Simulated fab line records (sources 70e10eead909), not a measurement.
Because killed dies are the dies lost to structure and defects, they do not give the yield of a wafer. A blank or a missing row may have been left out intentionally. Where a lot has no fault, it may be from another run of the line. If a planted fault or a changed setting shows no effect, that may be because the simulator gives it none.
Which tool was responsible? :: flow nand-harc :: 12 lots with 36 wafers sampled at 3 steps, on a route of 1302 steps

WHAT THE GAUGES READ, wafer by wafer
NHARC_A_SLIT_CD_MEAS_09 targets a cd of 300 nm.
lot: L075
measured: day 20 07:15
on: cd-sem-03
cd-nm (nm): 300.7 299.8 299.8

lot: L077
measured: day 20 21:26
on: cd-sem-01
cd-nm (nm): 300.2 299.5 299.5

lot: L076
measured: day 21 01:15
on: cd-sem-02
cd-nm (nm): 300.6 300.8 299.6

lot: L082
measured: day 22 11:13
on: cd-sem-03
cd-nm (nm): 299.5 299.4 299.6

lot: L083
measured: day 23 12:05
on: cd-sem-03
cd-nm (nm): 300.2 300.1 299.8

lot: L085
measured: day 24 04:13
on: cd-sem-02
cd-nm (nm): 300.3 300.1 300.3

lot: L087
measured: day 25 00:13
on: cd-sem-01
cd-nm (nm): 300.3 300.4 300.3

lot: L088
measured: day 25 17:40
on: cd-sem-03
cd-nm (nm): 299.5 298.6 299.0

lot: L091
measured: day 26 23:56
on: cd-sem-03
cd-nm (nm): 300.6 300.0 300.4

lot: L094
measured: day 27 15:09
on: cd-sem-03
cd-nm (nm): 299.6 299.6 300.3

lot: L096
measured: day 28 17:17
on: cd-sem-02
cd-nm (nm): 300.6 301.4 300.4

lot: L097
measured: day 30 01:32
on: cd-sem-03
cd-nm (nm): 299.6 299.9 299.6

TOOL THAT RAN EACH LOT (tool first, then ch and the chambers of the sampled wafers, then the start)
lot: L075
NHARC_A_STAIRCASE_STRIP_446: plasma-asher-01 ch 0,1, day 19 15:08
NHARC_A_SGD_CUT_DEP_00: pecvd-02 ch 0,1,2, day 19 17:49

lot: L077
NHARC_A_STAIRCASE_STRIP_446: plasma-asher-02 ch 0,1, day 20 06:07
NHARC_A_SGD_CUT_DEP_00: pecvd-01 ch 0,1, day 20 08:40

lot: L076
NHARC_A_STAIRCASE_STRIP_446: plasma-asher-02 ch 0,1, day 20 08:53
NHARC_A_SGD_CUT_DEP_00: pecvd-03 ch 0,1,2, day 20 11:35

lot: L082
NHARC_A_STAIRCASE_STRIP_446: plasma-asher-02 ch 0,1, day 21 19:59
NHARC_A_SGD_CUT_DEP_00: pecvd-02 ch 0,1,2, day 21 22:41

lot: L083
NHARC_A_STAIRCASE_STRIP_446: plasma-asher-02 ch 0,1, day 22 21:04
NHARC_A_SGD_CUT_DEP_00: pecvd-03 ch 0,2, day 22 23:46

lot: L085
NHARC_A_STAIRCASE_STRIP_446: plasma-asher-02 ch 0,1, day 23 11:13
NHARC_A_SGD_CUT_DEP_00: pecvd-01 ch 0,2, day 23 13:54

lot: L087
NHARC_A_STAIRCASE_STRIP_446: plasma-asher-01 ch 0,1, day 24 09:08
NHARC_A_SGD_CUT_DEP_00: pecvd-03 ch 0,2, day 24 11:58

lot: L088
NHARC_A_STAIRCASE_STRIP_446: plasma-asher-01 ch 0,1, day 25 00:59
NHARC_A_SGD_CUT_DEP_00: pecvd-03 ch 0,1,2, day 25 03:45

lot: L091
NHARC_A_STAIRCASE_STRIP_446: plasma-asher-02 ch 0,1, day 26 04:22
NHARC_A_SGD_CUT_DEP_00: pecvd-02 ch 0,2, day 26 07:03

lot: L094
NHARC_A_STAIRCASE_STRIP_446: plasma-asher-01 ch 0,1, day 26 23:07
NHARC_A_SGD_CUT_DEP_00: pecvd-01 ch 0,2, day 27 01:48

lot: L096
NHARC_A_STAIRCASE_STRIP_446: plasma-asher-01 ch 0,1, day 28 01:41
NHARC_A_SGD_CUT_DEP_00: pecvd-01 ch 0,1,2, day 28 04:23

lot: L097
NHARC_A_STAIRCASE_STRIP_446: plasma-asher-02 ch 0,1, day 29 07:12
NHARC_A_SGD_CUT_DEP_00: pecvd-03 ch 0,2, day 29 09:48
- NHARC_A_STAIRCASE_STRIP_446: strips in O2.
- NHARC_A_SGD_CUT_DEP_00: deposits SiNx, target thk 50 nm.

THE ANSWER, worked out from the rows above alone
Rule: usual is defined by the lots themselves. Put in order of their means at a reading, lots are off if they are a third of the lots or fewer, leave a main group of 4 or more, and stand apart from it by a gap of 3 or more times the standard deviation of the main group's means; of several such gaps the widest counts. A main group whose means are all the same, to the digits that the tables above print for the reading, isn't used. Also off: a lot with no number at a reading for which 4 or more lots have one. Where the step has rows for the other lots, those lots are counted as sound.
Across all readings shown, no lot is off: no conclusion can be drawn from this.

WHAT THE SIMULATOR HAD INSERTED
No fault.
